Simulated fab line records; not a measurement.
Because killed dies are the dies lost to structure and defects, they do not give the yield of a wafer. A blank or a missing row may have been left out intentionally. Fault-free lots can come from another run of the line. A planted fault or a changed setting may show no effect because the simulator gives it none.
Split-lot trial + flow n5Finfet + 39 wafers read from 7 lots, route of 1938 steps

THE SPLIT ITSELF
At N5_HKMG_FIN_ETCH_35 (etches SOC in N2/H2, target depth 215.8 nm, time 243.4 s), the setting targetDepthA was moved away from the recipe's 2158 angstrom on 9 of the 39 wafers read, by -24.3% to +59.7%. For the rest of the wafers, this setting stayed at what the recipe calls for.

Between the split and the reading, the file records no step.

THE READING
SOC_of_HKMG_FIN_COAT_29.thkNm (the simulator's own value, which no gauge read), in nm, at N5_HKMG_FIN_STRIP_92 (strips SOC in N2/H2, time 20 s). There is no usual value for it anywhere in the file. Average 71.8 nm, standard deviation 2.8 nm, over the 30 wafers here run with the recipe.

| wafer  | tool, chamber at the split | targetDepthA as run, angstrom | against the recipe | SOC_of_HKMG_FIN_COAT_29.thkNm, nm | against lot-mates on the recipe |
|--------|----------------------------|-------------------------------|--------------------|-----------------------------------|---------------------------------|
| L080.1 | rieDiel-04, 1              | 2158                          | recipe             | 76.8                              | -                               |
| L080.2 | rieDiel-04, 0              | 2158                          | recipe             | 67.4                              | -                               |
| L080.3 | rieDiel-04, 3              | 2158                          | recipe             | 73.6                              | -                               |
| L081.1 | rieDiel-01, 3              | 2158                          | recipe             | 70.4                              | -                               |
| L081.2 | rieDiel-01, 1              | 2158                          | recipe             | 72.8                              | -                               |
| L081.5 | rieDiel-01, 2              | 2158                          | recipe             | 72.8                              | -                               |
| L081.3 | rieDiel-01, 0              | 2158                          | recipe             | 77.2                              | -                               |
| L081.4 | rieDiel-01, 2              | 2158                          | recipe             | 73.8                              | -                               |
| L081.6 | rieDiel-01, 1              | 2158                          | recipe             | 72.4                              | -                               |
| L083.1 | rieDiel-01, 3              | 3446                          | +59.7%             | 0                                 | -71.0                           |
| L083.2 | rieDiel-01, 1              | 3446                          | +59.7%             | 0                                 | -71.0                           |
| L083.4 | rieDiel-01, 2              | 3446                          | +59.7%             | 0                                 | -71.0                           |
| L083.3 | rieDiel-01, 2              | 2158                          | recipe             | 72.4                              | -                               |
| L083.5 | rieDiel-01, 1              | 2158                          | recipe             | 72                                | -                               |
| L083.6 | rieDiel-01, 3              | 2158                          | recipe             | 68.6                              | -                               |
| L086.1 | rieDiel-04, 0              | 2158                          | recipe             | 68                                | -                               |
| L086.2 | rieDiel-04, 1              | 2158                          | recipe             | 76.4                              | -                               |
| L086.3 | rieDiel-04, 3              | 2158                          | recipe             | 71.8                              | -                               |
| L086.6 | rieDiel-04, 2              | 2158                          | recipe             | 71.8                              | -                               |
| L086.4 | rieDiel-04, 2              | 2158                          | recipe             | 72.6                              | -                               |
| L086.5 | rieDiel-04, 3              | 2158                          | recipe             | 71.2                              | -                               |
| L087.1 | rieDiel-02, 0              | 1633                          | -24.3%             | 129.8                             | +54.2                           |
| L087.2 | rieDiel-02, 1              | 2158                          | recipe             | 75                                | -                               |
| L087.3 | rieDiel-02, 3              | 2158                          | recipe             | 75.2                              | -                               |
| L087.4 | rieDiel-02, 2              | 2158                          | recipe             | 76.6                              | -                               |
| L087.5 | rieDiel-02, 2              | 1633                          | -24.3%             | 127.8                             | +52.2                           |
| L087.6 | rieDiel-02, 3              | 1633                          | -24.3%             | 128.2                             | +52.6                           |
| L089.1 | rieDiel-01, 3              | 2158                          | recipe             | 70.4                              | -                               |
| L089.6 | rieDiel-01, 1              | 2158                          | recipe             | 70.4                              | -                               |
| L089.2 | rieDiel-01, 2              | 2158                          | recipe             | 70.6                              | -                               |
| L089.3 | rieDiel-01, 1              | 2158                          | recipe             | 72.6                              | -                               |
| L089.4 | rieDiel-01, 0              | 2158                          | recipe             | 67.4                              | -                               |
| L089.5 | rieDiel-01, 0              | 2158                          | recipe             | 68.2                              | -                               |
| L090.1 | rieDiel-01, 1              | 2713                          | +25.7%             | 15.6                              | -53.3                           |
| L090.2 | rieDiel-01, 0              | 2713                          | +25.7%             | 10.8                              | -58.1                           |
| L090.3 | rieDiel-01, 3              | 2158                          | recipe             | 69.8                              | -                               |
| L090.4 | rieDiel-01, 2              | 2713                          | +25.7%             | 14.8                              | -54.1                           |
| L090.5 | rieDiel-01, 0              | 2158                          | recipe             | 68.4                              | -                               |
| L090.6 | rieDiel-01, 3              | 2158                          | recipe             | 68.4                              | -                               |

THE FIT
A straight line over all 39 wafers: SOC_of_HKMG_FIN_COAT_29.thkNm changes by -1.51 nm for each +1% of targetDepthA; r = -0.95; the points scatter about the line by 9.7 nm.
The same after taking each lot's own level away (the mean of its wafers on the recipe; 39 wafers): -1.46 nm for each +1%; r = -0.96; scatter 8.6 nm.
That fit puts the effect of the largest move of targetDepthA on the reading at 87 nm.
From 68.87 to 75.60 nm: that is the span of the lots' own levels, equal to 2.4 times the standard deviation above.
So the lot-to-lot level changes the slope little: the two slopes agree.
Check: for one of the wafers moved furthest among these (+59.7%), held out of the fit, the line's prediction against its lot-mates is -90.7 nm. It came out at -71 nm against them.

OTHER SPLITS ON THESE WAFERS
Other splits were also applied to these wafers ahead of the reading. Each is held against what the fit with the lots' levels taken away leaves over:
| other split on the same wafers        | wafers away from the commonest value | r with SOC_of_HKMG_FIN_COAT_29.thkNm (lot level and that fit taken away) |
|---------------------------------------|--------------------------------------|--------------------------------------------------------------------------|
| N5_ZERO_LAYER_DEVELOP_10 developTimeS | 15                                   | +0.54                                                                    |
| N5_FIN_SAQP_SPACER1_ALD_24 aldCycles  | 6                                    | -0.35                                                                    |
| N5_SDB_ALD_29 aldCycles               | 15                                   | +0.47                                                                    |

THE WHOLE CHAIN: every reading that the file lists as answering this split, in the file's order
| step                 | what it does                                             | reading                                                                        | change (the file's fit)              | r (the file's) |
|----------------------|----------------------------------------------------------|--------------------------------------------------------------------------------|--------------------------------------|----------------|
| N5_HKMG_FIN_ETCH_35  | etches SOC in N2/H2, target depth 215.8 nm, time 243.4 s | etch.depthNm (the simulator's own value, which no gauge read)                  | +2.19 nm for each +1% of the setting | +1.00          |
| N5_HKMG_FIN_ETCH_35  | etches SOC in N2/H2, target depth 215.8 nm, time 243.4 s | HKMG_FIN.featureDepthNm (the simulator's own value, which no gauge read)       | +2.19 nm for each +1% of the setting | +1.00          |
| N5_HKMG_FIN_ETCH_35  | etches SOC in N2/H2, target depth 215.8 nm, time 243.4 s | SOC_of_HKMG_FIN_COAT_29.thkNm (the simulator's own value, which no gauge read) | -1.57 nm for each +1% of the setting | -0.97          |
| N5_HKMG_FIN_STRIP_92 | strips SOC in N2/H2, time 20 s                           | SOC_of_HKMG_FIN_COAT_29.thkNm (the simulator's own value, which no gauge read) | -1.44 nm for each +1% of the setting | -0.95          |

FILE'S OWN FIT
SOC_of_HKMG_FIN_COAT_29.thkNm changes by -1.44 nm for each +1% of targetDepthA, r = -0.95.
